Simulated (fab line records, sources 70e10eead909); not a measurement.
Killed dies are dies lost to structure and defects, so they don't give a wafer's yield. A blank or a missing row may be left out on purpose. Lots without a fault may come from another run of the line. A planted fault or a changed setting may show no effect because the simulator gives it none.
Which tool did it? | flow nand_harc | 22 lots, 66 wafers sampled, at 6 steps of a route of 1302

WHAT THE GAUGES READ, wafer by wafer
The record holds no reading of a measuring or inspecting step that can be judged against a usual standard deviation.

WHICH TOOL RAN EACH LOT (tool, then ch and the chambers of the sampled wafers, then the start)
lot  | NHARC_A_STAIRCASE_ETCH_221                    | NHARC_A_STAIRCASE_TRIM_222                    | NHARC_A_STAIRCASE_ETCH_225                    | NHARC_A_STAIRCASE_STRIP_254          | NHARC_A_STAIRCASE_ETCH_313         | NHARC_A_STAIRCASE_ETCH_453
L075 | rie_diel-13 ch 1,3, day 16 02:47 or earlier   | rie_diel-13 ch 0,2,3, day 16 02:47 or earlier | rie_diel-13 ch 0,2,3, day 16 02:47 or earlier | plasma_asher-01 ch 0, day 16 02:47   | rie_diel-04 ch 0,1, day 17 05:07   | rie_diel-04 ch 0,1,3, no start
L077 | rie_diel-04 ch 0,2,3, day 17 17:17 or earlier | rie_diel-04 ch 1,2, day 17 17:17 or earlier   | rie_diel-04 ch 1,2,3, day 17 17:17 or earlier | plasma_asher-01 ch 0,1, day 17 17:17 | rie_diel-13 ch 0,3, day 18 13:25   | rie_diel-13 ch 1,3, no start
L078 | rie_diel-13 ch 2,3, day 18 02:07 or earlier   | rie_diel-13 ch 1,2, day 18 02:07 or earlier   | rie_diel-13 ch 0,2,3, day 18 02:07 or earlier | plasma_asher-02 ch 0,1, day 18 02:07 | rie_diel-02 ch 0,1,3, day 18 16:54 | rie_diel-02 ch 1,3, no start
L079 | rie_diel-02 ch 0,3, day 18 16:01 or earlier   | rie_diel-02 ch 1,3, day 18 16:01 or earlier   | rie_diel-02 ch 1,3, day 18 16:01 or earlier   | plasma_asher-01 ch 0,1, day 18 16:01 | rie_diel-04 ch 0,1, day 19 09:42   | rie_diel-04 ch 0,1, no start
L080 | rie_diel-13 ch 0,1,3, day 18 16:16 or earlier | rie_diel-13 ch 0,1,3, day 18 16:16 or earlier | rie_diel-13 ch 0,1,3, day 18 16:16 or earlier | plasma_asher-02 ch 0,1, day 18 16:16 | rie_diel-13 ch 0,3, day 19 13:03   | rie_diel-13 ch 0,2,3, no start
L082 | rie_diel-04 ch 0,1,3, day 19 14:33 or earlier | rie_diel-04 ch 1,3, day 19 14:33 or earlier   | rie_diel-04 ch 0,1,3, day 19 14:33 or earlier | plasma_asher-02 ch 0,1, day 19 14:33 | rie_diel-02 ch 1,2,3, day 20 07:01 | rie_diel-02 ch 2,3, no start
L081 | rie_diel-04 ch 0,1, day 19 22:10 or earlier   | rie_diel-04 ch 0,1, day 19 22:10 or earlier   | rie_diel-04 ch 0,1,3, day 19 22:10 or earlier | plasma_asher-01 ch 0, day 19 22:10   | rie_diel-13 ch 0,1,2, day 20 15:59 | rie_diel-13 ch 0,1,2, no start
L083 | rie_diel-02 ch 1,2,3, day 20 05:06 or earlier | rie_diel-02 ch 0,1,2, day 20 05:06 or earlier | rie_diel-02 ch 1,3, day 20 05:06 or earlier   | plasma_asher-01 ch 0,1, day 20 05:06 | rie_diel-04 ch 0,2, day 20 19:47   | rie_diel-04 ch 2,3, no start
L084 | rie_diel-04 ch 1,3, day 20 19:53 or earlier   | rie_diel-04 ch 0,1, day 20 19:53 or earlier   | rie_diel-04 ch 0,1,3, day 20 19:53 or earlier | plasma_asher-02 ch 0,1, day 20 19:53 | rie_diel-13 ch 0,2,3, day 21 13:50 | rie_diel-13 ch 0,1, no start
L085 | rie_diel-13 ch 1,2, day 21 00:49 or earlier   | rie_diel-13 ch 0,1,2, day 21 00:49 or earlier | rie_diel-13 ch 0,1, day 21 00:49 or earlier   | plasma_asher-02 ch 0, day 21 00:49   | rie_diel-04 ch 0,1, day 21 21:01   | rie_diel-04 ch 1,2,3, no start
L086 | rie_diel-13 ch 1,2, day 21 05:28 or earlier   | rie_diel-13 ch 0,1,2, day 21 05:28 or earlier | rie_diel-13 ch 2,3, day 21 05:28 or earlier   | plasma_asher-01 ch 0,1, day 21 05:28 | rie_diel-02 ch 1,2, day 22 02:56   | rie_diel-02 ch 0,1, no start
L087 | rie_diel-04 ch 1,2,3, day 21 05:56 or earlier | rie_diel-04 ch 1,2,3, day 21 05:56 or earlier | rie_diel-04 ch 0,1,2, day 21 05:56 or earlier | plasma_asher-01 ch 0,1, day 21 05:56 | rie_diel-02 ch 0,2,3, day 22 05:32 | rie_diel-02 ch 0,2,3, no start
L089 | rie_diel-13 ch 1,3, day 22 05:34 or earlier   | rie_diel-13 ch 0,1,2, day 22 05:34 or earlier | rie_diel-13 ch 1,2,3, day 22 05:34 or earlier | plasma_asher-01 ch 0,1, day 22 05:34 | rie_diel-04 ch 2,3, day 22 20:47   | rie_diel-04 ch 0,1, no start
L088 | rie_diel-13 ch 0,1,3, day 22 08:53 or earlier | rie_diel-13 ch 1,2,3, day 22 08:53 or earlier | rie_diel-13 ch 0,1,3, day 22 08:53 or earlier | plasma_asher-02 ch 0,1, day 22 08:53 | rie_diel-02 ch 0,1,3, day 23 01:25 | rie_diel-02 ch 0,2,3, no start
L091 | rie_diel-04 ch 1,3, day 23 03:19 or earlier   | rie_diel-04 ch 0,2,3, day 23 03:19 or earlier | rie_diel-04 ch 1,3, day 23 03:19 or earlier   | plasma_asher-02 ch 0,1, day 23 03:19 | rie_diel-02 ch 0,2, day 23 19:32   | rie_diel-02 ch 0,3, no start
L090 | rie_diel-13 ch 0,2,3, day 23 10:29 or earlier | rie_diel-13 ch 0,1, day 23 10:29 or earlier   | rie_diel-13 ch 1,3, day 23 10:29 or earlier   | plasma_asher-02 ch 0,1, day 23 10:29 | rie_diel-04 ch 0,3, day 24 05:45   | rie_diel-04 ch 1,2,3, no start
L092 | rie_diel-02 ch 1,2,3, day 23 09:39 or earlier | rie_diel-02 ch 1,2,3, day 23 09:39 or earlier | rie_diel-02 ch 0,1,2, day 23 09:39 or earlier | plasma_asher-01 ch 0,1, day 23 09:39 | rie_diel-13 ch 1,2,3, day 24 03:34 | rie_diel-13 ch 0,1,2, no start
L093 | rie_diel-04 ch 0,1,3, day 23 21:14 or earlier | rie_diel-04 ch 1,3, day 23 21:14 or earlier   | rie_diel-04 ch 1,2,3, day 23 21:14 or earlier | plasma_asher-01 ch 0,1, day 23 21:14 | rie_diel-04 ch 0,3, day 24 13:49   | rie_diel-04 ch 0,2,3, no start
L094 | rie_diel-13 ch 0,1, day 24 16:21 or earlier   | rie_diel-13 ch 1,2, day 24 16:21 or earlier   | rie_diel-13 ch 0,1,2, day 24 16:21 or earlier | plasma_asher-01 ch 0,1, day 24 16:21 | rie_diel-02 ch 0,1,3, day 25 10:43 | rie_diel-02 ch 0,1,2, no start
L096 | rie_diel-04 ch 0,1,2, day 25 09:45 or earlier | rie_diel-04 ch 0,1,3, day 25 09:45 or earlier | rie_diel-04 ch 1,2,3, day 25 09:45 or earlier | plasma_asher-02 ch 1, day 25 09:45   | rie_diel-02 ch 0,1,2, day 26 01:56 | rie_diel-02 ch 0,1,2, no start
L095 | rie_diel-04 ch 0,1, day 25 10:59 or earlier   | rie_diel-04 ch 1,2,3, day 25 10:59 or earlier | rie_diel-04 ch 0,1,2, day 25 10:59 or earlier | plasma_asher-02 ch 0,1, day 25 10:59 | rie_diel-13 ch 0,2, day 26 02:19   | rie_diel-13 ch 1,2, no start
L097 | rie_diel-04 ch 0,1, day 25 14:02 or earlier   | rie_diel-04 ch 0,1, day 25 14:02 or earlier   | rie_diel-04 ch 0,1,3, day 25 14:02 or earlier | plasma_asher-01 ch 0,1, day 25 14:02 | rie_diel-04 ch 0,2,3, day 26 13:17 | rie_diel-04 ch 0,3, no start
- NHARC_A_STAIRCASE_ETCH_221: etches the open film in C4F8/O2, target depth 100 nm, time 40.5 s.
- NHARC_A_STAIRCASE_TRIM_222: chemistry O2, time 211.2 s.
- NHARC_A_STAIRCASE_ETCH_225: etches the open film in C4F8/O2, target depth 100 nm, time 40.5 s.
- NHARC_A_STAIRCASE_STRIP_254: strips in O2.
- NHARC_A_STAIRCASE_ETCH_313: etches the open film in CF4/CHF3.
- NHARC_A_STAIRCASE_ETCH_453: etches the open film in CF4/O2, target depth 30 nm, overetch 3 nm, time 16.5 s.

WHAT THE TOOLS THEMSELVES READ (means of the sampled wafers that have a number; where no wafer has one, the mark that the record gives instead)
NHARC_A_STAIRCASE_ETCH_221. Usual: oes_product_au 0.945 a.u., standard deviation 0.018; rf_vpp_V 898 V, standard deviation 4.4.
lot  | tool        | oes_product_au (a.u.) | rf_vpp_V (V) | flag
L075 | rie_diel-13 | 0.930                 | 902          |
L077 | rie_diel-04 | 0.949                 | 899          |
L078 | rie_diel-13 | 0.944                 | 894          |
L079 | rie_diel-02 | 0.947                 | 902          |
L080 | rie_diel-13 | 0.931                 | 899          |
L082 | rie_diel-04 | 0.942                 | 899          |
L081 | rie_diel-04 | 0.959                 | 899          |
L083 | rie_diel-02 | 0.938                 | 896          |
L084 | rie_diel-04 | 0.930                 | 900          |
L085 | rie_diel-13 | 0.928                 | 900          |
L086 | rie_diel-13 | 0.925                 | 899          |
L087 | rie_diel-04 | 0.955                 | 899          |
L089 | rie_diel-13 | 0.937                 | 898          |
L088 | rie_diel-13 | 0.924                 | 897          |
L091 | rie_diel-04 | 0.947                 | 900          |
L090 | rie_diel-13 | 0.950                 | 893          |
L092 | rie_diel-02 | 0.934                 | 895          |
L093 | rie_diel-04 | 0.967                 | 898          |
L094 | rie_diel-13 | 0.948                 | 900          |
L096 | rie_diel-04 | 0.981                 | 898          |
L095 | rie_diel-04 | 0.980                 | 898          |
L097 | rie_diel-04 | 0.972                 | 899          |

NHARC_A_STAIRCASE_TRIM_222. Usual: drypump_motor_current_A 5.8 A, standard deviation 0.57; mfc_ar_sccm 0.021 sccm, standard deviation 0.0088; oes_product_au 1.005 a.u., standard deviation 0.014; rf_vpp_V 58.0 V, standard deviation 0.91; showerhead_plenum_p_Torr 3.58 Torr, standard deviation 0.12; throttle_valve_pct 17.036 %, standard deviation 0.0091.
lot  | tool        | drypump_motor_current_A (A) | mfc_ar_sccm (sccm) | oes_product_au (a.u.) | rf_vpp_V (V) | showerhead_plenum_p_Torr (Torr) | throttle_valve_pct (%) | flag
L075 | rie_diel-13 | 5.4                         | 0.017              | 0.993                 | 57.8         | 3.48                            | 17.031                 |
L077 | rie_diel-04 | 5.6                         | 0.017              | 1.002                 | 58.2         | 3.62                            | 17.040                 |
L078 | rie_diel-13 | 5.4                         | 0.021              | 0.998                 | 58.6         | 3.50                            | 17.037                 |
L079 | rie_diel-02 | 6.6                         | 0.017              | 0.996                 | 57.1         | 3.39                            | 17.031                 |
L080 | rie_diel-13 | 5.9                         | 0.022              | 0.988                 | 57.7         | 3.60                            | 17.034                 |
L082 | rie_diel-04 | 5.8                         | 0.017              | 1.003                 | 57.6         | 3.64                            | 17.040                 |
L081 | rie_diel-04 | 5.9                         | 0.017              | 1.013                 | 58.3         | 3.62                            | 17.025                 |
L083 | rie_diel-02 | 6.4                         | 0.004              | 1.000                 | 58.4         | 3.60                            | 17.037                 |
L084 | rie_diel-04 | 5.9                         | 0.017              | 0.999                 | 57.6         | 3.62                            | 17.032                 |
L085 | rie_diel-13 | 5.6                         | 0.023              | 0.991                 | 57.7         | 3.54                            | 17.036                 |
L086 | rie_diel-13 | 5.6                         | 0.023              | 1.003                 | 58.2         | 3.54                            | 17.040                 |
L087 | rie_diel-04 | 5.5                         | 0.022              | 1.010                 | 57.8         | 3.61                            | 17.038                 |
L089 | rie_diel-13 | 5.6                         | 0.023              | 1.007                 | 58.0         | 3.53                            | 17.036                 |
L088 | rie_diel-13 | 5.8                         | 0.020              | 0.998                 | 57.1         | 3.53                            | 17.044                 |
L091 | rie_diel-04 | 5.5                         | 0.027              | 1.014                 | 58.2         | 3.59                            | 17.038                 |
L090 | rie_diel-13 | 6.1                         | 0.028              | 1.004                 | 59.0         | 3.66                            | 17.028                 |
L092 | rie_diel-02 | 6.4                         | 0.013              | 1.004                 | 57.3         | 3.50                            | 17.039                 |
L093 | rie_diel-04 | 5.7                         | 0.022              | 1.004                 | 58.6         | 3.63                            | 17.038                 |
L094 | rie_diel-13 | 6.0                         | 0.026              | 1.003                 | 57.2         | 3.61                            | 17.038                 |
L096 | rie_diel-04 | 5.8                         | 0.022              | 1.011                 | 58.0         | 3.61                            | 17.029                 |
L095 | rie_diel-04 | 5.5                         | 0.022              | 1.017                 | 58.5         | 3.58                            | 17.034                 |
L097 | rie_diel-04 | 5.9                         | 0.017              | 1.021                 | 57.5         | 3.59                            | 17.035                 |

NHARC_A_STAIRCASE_ETCH_225. Usual: oes_product_au 0.949 a.u., standard deviation 0.013; rf_vpp_V 898 V, standard deviation 4.5.
lot  | tool        | oes_product_au (a.u.) | rf_vpp_V (V) | flag
L075 | rie_diel-13 | 0.942                 | 894          |
L077 | rie_diel-04 | 0.952                 | 900          |
L078 | rie_diel-13 | 0.951                 | 894          |
L079 | rie_diel-02 | 0.942                 | 890          |
L080 | rie_diel-13 | 0.939                 | 898          |
L082 | rie_diel-04 | 0.943                 | 900          |
L081 | rie_diel-04 | 0.957                 | 900          |
L083 | rie_diel-02 | 0.952                 | 893          |
L084 | rie_diel-04 | 0.940                 | 899          |
L085 | rie_diel-13 | 0.938                 | 899          |
L086 | rie_diel-13 | 0.943                 | 894          |
L087 | rie_diel-04 | 0.951                 | 898          |
L089 | rie_diel-13 | 0.947                 | 896          |
L088 | rie_diel-13 | 0.943                 | 897          |
L091 | rie_diel-04 | 0.957                 | 900          |
L090 | rie_diel-13 | 0.945                 | 901          |
L092 | rie_diel-02 | 0.951                 | 898          |
L093 | rie_diel-04 | 0.951                 | 899          |
L094 | rie_diel-13 | 0.954                 | 896          |
L096 | rie_diel-04 | 0.959                 | 898          |
L095 | rie_diel-04 | 0.955                 | 896          |
L097 | rie_diel-04 | 0.965                 | 899          |

NHARC_A_STAIRCASE_STRIP_254. Usual: drypump_motor_current_A 5.8 A, standard deviation 0.5; heater_power_w 325 W, standard deviation 35.
lot  | tool            | drypump_motor_current_A (A) | heater_power_w (W) | flag
L075 | plasma_asher-01 | 5.6                         | 277                |
L077 | plasma_asher-01 | 5.9                         | 291                |
L078 | plasma_asher-02 | 5.5                         | 335                |
L079 | plasma_asher-01 | 5.9                         | 288                |
L080 | plasma_asher-02 | 5.8                         | 344                |
L082 | plasma_asher-02 | 5.8                         | 360                |
L081 | plasma_asher-01 | 5.6                         | 276                |
L083 | plasma_asher-01 | 6.2                         | 304                |
L084 | plasma_asher-02 | 5.8                         | 365                |
L085 | plasma_asher-02 | 6.1                         | 371                |
L086 | plasma_asher-01 | 5.9                         | 289                |
L087 | plasma_asher-01 | 6.2                         | 304                |
L089 | plasma_asher-01 | 5.9                         | 288                |
L088 | plasma_asher-02 | 5.5                         | 354                |
L091 | plasma_asher-02 | 5.5                         | 351                |
L090 | plasma_asher-02 | 5.5                         | 353                |
L092 | plasma_asher-01 | 6.2                         | 304                |
L093 | plasma_asher-01 | 6.2                         | 303                |
L094 | plasma_asher-01 | 5.9                         | 283                |
L096 | plasma_asher-02 | 5.2                         | 348                |
L095 | plasma_asher-02 | 5.5                         | 354                |
L097 | plasma_asher-01 | 6.2                         | 303                |

NHARC_A_STAIRCASE_ETCH_313. Usual: drypump_motor_current_A 5.9 A, standard deviation 0.58; mfc_ar_sccm 0.018 sccm, standard deviation 0.01; oes_product_au 0.941 a.u., standard deviation 0.022; rf_vpp_V 371.3 V, standard deviation 2.1; showerhead_plenum_p_Torr 1.59 Torr, standard deviation 0.059; throttle_valve_pct 16.803 %, standard deviation 0.0086.
lot  | tool        | drypump_motor_current_A (A) | mfc_ar_sccm (sccm) | oes_product_au (a.u.) | rf_vpp_V (V) | showerhead_plenum_p_Torr (Torr) | throttle_valve_pct (%) | flag
L075 | rie_diel-04 | 5.9                         | 0.017              | 0.930                 | 371.4        | 1.63                            | 16.796                 |
L077 | rie_diel-13 | 5.8                         | 0.016              | 0.911                 | 370.6        | 1.57                            | 16.808                 |
L078 | rie_diel-02 | 6.7                         | 0.013              | 0.964                 | 370.8        | 1.58                            | 16.802                 |
L079 | rie_diel-04 | 5.9                         | 0.017              | 0.929                 | 372.3        | 1.62                            | 16.808                 |
L080 | rie_diel-13 | 5.5                         | 0.020              | 0.917                 | 370.2        | 1.57                            | 16.802                 |
L082 | rie_diel-02 | 6.4                         | 0.013              | 0.915                 | 370.9        | 1.57                            | 16.817                 |
L081 | rie_diel-13 | 5.6                         | 0.023              | 0.930                 | 369.9        | 1.58                            | 16.803                 |
L083 | rie_diel-04 | 5.3                         | 0.028              | 0.950                 | 371.1        | 1.59                            | 16.804                 |
L084 | rie_diel-13 | 5.4                         | 0.017              | 0.925                 | 370.2        | 1.54                            | 16.811                 |
L085 | rie_diel-04 | 5.9                         | 0.022              | 0.940                 | 372.1        | 1.61                            | 16.810                 |
L086 | rie_diel-02 | 6.4                         | 0.009              | 0.926                 | 369.1        | 1.54                            | 16.798                 |
L087 | rie_diel-02 | 6.4                         | 0.009              | 0.922                 | 372.6        | 1.63                            | 16.799                 |
L089 | rie_diel-04 | 5.4                         | 0.027              | 0.992                 | 371.9        | 1.61                            | 16.811                 |
L088 | rie_diel-02 | 6.6                         | 0.013              | 0.928                 | 370.1        | 1.57                            | 16.797                 |
L091 | rie_diel-02 | 6.5                         | 0.000              | 0.969                 | 373.8        | 1.66                            | 16.802                 |
L090 | rie_diel-04 | 5.7                         | 0.027              | 0.942                 | 371.7        | 1.61                            | 16.796                 |
L092 | rie_diel-13 | 5.8                         | 0.020              | 0.924                 | 370.8        | 1.57                            | 16.805                 |
L093 | rie_diel-04 | 5.8                         | 0.027              | 0.949                 | 372.6        | 1.61                            | 16.802                 |
L094 | rie_diel-02 | 6.7                         | 0.013              | 0.971                 | 370.5        | 1.56                            | 16.798                 |
L096 | rie_diel-02 | 6.4                         | 0.004              | 0.960                 | 371.3        | 1.60                            | 16.809                 |
L095 | rie_diel-13 | 5.0                         | 0.018              | 0.925                 | 369.2        | 1.51                            | 16.796                 |
L097 | rie_diel-04 | 5.5                         | 0.027              | 0.933                 | 370.9        | 1.59                            | 16.804                 |

NHARC_A_STAIRCASE_ETCH_453. Usual: drypump_motor_current_A 5.9 A, standard deviation 0.58; mfc_ar_sccm 0.018 sccm, standard deviation 0.01; oes_o_777_au 1.000 a.u., standard deviation 0.0049; oes_product_au 1.005 a.u., standard deviation 0.012; rf_vpp_V 198.1 V, standard deviation 1.3; showerhead_plenum_p_Torr 1.35 Torr, standard deviation 0.051; throttle_valve_pct 13.396 %, standard deviation 0.0093.
lot  | tool        | drypump_motor_current_A (A) | mfc_ar_sccm (sccm) | oes_o_777_au (a.u.) | oes_product_au (a.u.) | rf_vpp_V (V) | showerhead_plenum_p_Torr (Torr) | throttle_valve_pct (%) | flag
L075 | rie_diel-04 | 5.8                         | 0.022              | 1.001               | 1.006                 | 199.4        | 1.38                            | 13.396                 |
L077 | rie_diel-13 | 6.3                         | 0.025              | 0.999               | 0.998                 | 198.8        | 1.40                            | 13.387                 |
L078 | rie_diel-02 | 6.7                         | 0.022              | 1.000               | 1.006                 | 197.8        | 1.31                            | 13.399                 |
L079 | rie_diel-04 | 5.9                         | 0.022              | 1.002               | 1.016                 | 198.6        | 1.37                            | 13.393                 |
L080 | rie_diel-13 | 5.4                         | 0.017              | 0.999               | 0.998                 | 197.2        | 1.31                            | 13.397                 |
L082 | rie_diel-02 | 6.2                         | 0.009              | 0.998               | 1.002                 | 198.7        | 1.38                            | 13.397                 |
L081 | rie_diel-13 | 5.5                         | 0.023              | 1.001               | 0.993                 | 197.2        | 1.34                            | 13.393                 |
L083 | rie_diel-04 | 5.4                         | 0.027              | 1.003               | 1.000                 | 198.3        | 1.37                            | 13.401                 |
L084 | rie_diel-13 | 6.1                         | 0.028              | 1.000               | 1.000                 | 198.2        | 1.39                            | 13.394                 |
L085 | rie_diel-04 | 5.5                         | 0.022              | 1.003               | 1.011                 | 198.5        | 1.36                            | 13.396                 |
L086 | rie_diel-02 | 6.6                         | 0.009              | 0.998               | 1.003                 | 196.9        | 1.31                            | 13.396                 |
L087 | rie_diel-02 | 6.4                         | 0.009              | 1.001               | 1.008                 | 199.0        | 1.38                            | 13.399                 |
L089 | rie_diel-04 | 5.9                         | 0.017              | 1.004               | 0.995                 | 198.5        | 1.37                            | 13.397                 |
L088 | rie_diel-02 | 6.5                         | 0.009              | 0.996               | 1.004                 | 198.8        | 1.38                            | 13.396                 |
L091 | rie_diel-02 | 6.7                         | 0.017              | 1.000               | 1.017                 | 198.7        | 1.35                            | 13.393                 |
L090 | rie_diel-04 | 5.5                         | 0.022              | 0.997               | 1.014                 | 197.9        | 1.36                            | 13.399                 |
L092 | rie_diel-13 | 5.6                         | 0.023              | 0.999               | 0.997                 | 196.7        | 1.33                            | 13.392                 |
L093 | rie_diel-04 | 5.5                         | 0.027              | 0.997               | 1.017                 | 197.6        | 1.36                            | 13.389                 |
L094 | rie_diel-02 | 6.4                         | 0.004              | 0.998               | 1.001                 | 198.8        | 1.36                            | 13.402                 |
L096 | rie_diel-02 | 6.4                         | 0.004              | 0.996               | 1.010                 | 198.6        | 1.35                            | 13.391                 |
L095 | rie_diel-13 | 5.4                         | 0.021              | 0.998               | 0.997                 | 197.2        | 1.31                            | 13.398                 |
L097 | rie_diel-04 | 5.8                         | 0.027              | 0.998               | 1.019                 | 198.7        | 1.36                            | 13.398                 |

THE ANSWER, worked out from the rows above alone
Rule: a lot is off if the mean of its wafers that have a number lies more than 3 standard deviations from the usual mean. A lot without any number at a reading at which 4 lots or more have one is off too. The other lots that the step has rows for count as sound. The gauges are gone through in route order, then the tools' own readings, and for those a lot's mean is taken as printed above. The first step at which some lot is off is used, and at that step the reading that is off furthest; a lot without a number counts as furthest.
No lot is off at any reading shown: from this, nothing can be told.

WHAT THE SIMULATOR HAD PUT IN
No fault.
